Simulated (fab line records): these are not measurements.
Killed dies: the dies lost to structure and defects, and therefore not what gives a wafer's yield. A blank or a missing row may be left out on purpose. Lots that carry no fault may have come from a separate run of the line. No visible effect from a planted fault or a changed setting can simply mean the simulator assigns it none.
Chamber matching :: flow n5-finfet :: N5_BEOL_M2_STRIP_19 on rie-diel-04: 4 sister chambers
The step strips in O2. 4 wafers are shown with their chamber, then 8 later ones without.

== WAFERS, EACH WITH ITS CHAMBER ==
wafer: L079.6
chamber: 3
showerhead-plenum-p-Torr (Torr): 2.07

wafer: L090.3
chamber: 0
showerhead-plenum-p-Torr (Torr): 2.16

wafer: L090.5
chamber: 2
showerhead-plenum-p-Torr (Torr): 2.21

wafer: L095.1
chamber: 1
showerhead-plenum-p-Torr (Torr): 2.15

== WAFERS WHOSE CHAMBER IS MISSING ==
wafer: L095.2
showerhead-plenum-p-Torr (Torr): 2.20

wafer: L095.4
showerhead-plenum-p-Torr (Torr): 2.15

wafer: L094.2
showerhead-plenum-p-Torr (Torr): 2.15

wafer: L094.3
showerhead-plenum-p-Torr (Torr): 2.15

wafer: L094.5
showerhead-plenum-p-Torr (Torr): 2.20

wafer: L097.2
showerhead-plenum-p-Torr (Torr): 2.20

wafer: L097.4
showerhead-plenum-p-Torr (Torr): 2.15

wafer: L097.5
showerhead-plenum-p-Torr (Torr): 2.15

== EACH ONE'S CHAMBER ==
wafer: L095.2
from the rows above: 2
in truth: 2

wafer: L095.4
from the rows above: can't be placed: 1 or 0
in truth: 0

wafer: L094.2
from the rows above: can't be placed: 1 or 0
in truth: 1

wafer: L094.3
from the rows above: can't be placed: 1 or 0
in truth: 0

wafer: L094.5
from the rows above: 2
in truth: 2

wafer: L097.2
from the rows above: 2
in truth: 2

wafer: L097.4
from the rows above: can't be placed: 1 or 0
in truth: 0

wafer: L097.5
from the rows above: can't be placed: 1 or 0
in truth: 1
Placed correctly: 3 of 8. Cannot be placed on the basis of these rows: 5; the candidates contain the true chamber in 5. Placed wrongly: 0.
How it was worked out, from the rows above alone: a wafer's distance from a chamber is the root of the sum, over the readings, of the square of ((its reading less the chamber's mean) divided by the reading's scatter). If the next closest chamber is less than 2 further off than the closest, the wafer can't be placed; otherwise it belongs to the closest. Each chamber's mean is taken over the wafers shown for it. The scatter: with one shown wafer a chamber, the root of the mean of the squares of how far each hidden wafer lies from its nearest shown one.
